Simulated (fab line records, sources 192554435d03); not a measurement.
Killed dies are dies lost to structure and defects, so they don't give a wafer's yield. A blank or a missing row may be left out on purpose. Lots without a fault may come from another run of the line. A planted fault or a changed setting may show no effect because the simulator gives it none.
Chamber matching | flow n5_finfet | N5_BEOL_M2_DEP_57 on pecvd-02: 3 sister chambers
The step deposits SiCN from 3MS/NH3, target thk 8 nm, time 14 s. 3 wafers are shown with their chamber, then 7 later ones without.

WAFERS WITH THEIR CHAMBER
wafer  | chamber | showerhead_vpp_V (V)
L082.6 | 1       | 773
L087.2 | 2       | 836
L087.4 | 0       | 862

WAFERS WITHOUT THEIR CHAMBER
wafer  | showerhead_vpp_V (V)
L087.6 | 770
L093.2 | 874
L093.3 | 838
L093.4 | 777
L095.4 | 829
L095.5 | 771
L095.6 | 861

WHICH CHAMBER EACH WENT THROUGH
wafer  | from the rows above | in truth
L087.6 | 1                   | 1
L093.2 | 0                   | 0
L093.3 | 2                   | 2
L093.4 | 1                   | 1
L095.4 | 2                   | 2
L095.5 | 1                   | 1
L095.6 | 0                   | 0
Placed correctly: 7 of 7. Can't be placed from these rows: 0. Placed wrongly: 0.
How it was worked out, from the rows above alone: a wafer's distance from a chamber is the root of the sum, over the readings, of the square of ((its reading less the chamber's mean) divided by the reading's scatter). The wafer belongs to the nearest chamber; if the next one is less than 2 further off, it can't be placed. A chamber's mean is the mean of its shown wafers. The scatter: with one shown wafer a chamber, the root of the mean of the squares of how far each hidden wafer lies from its nearest shown one.
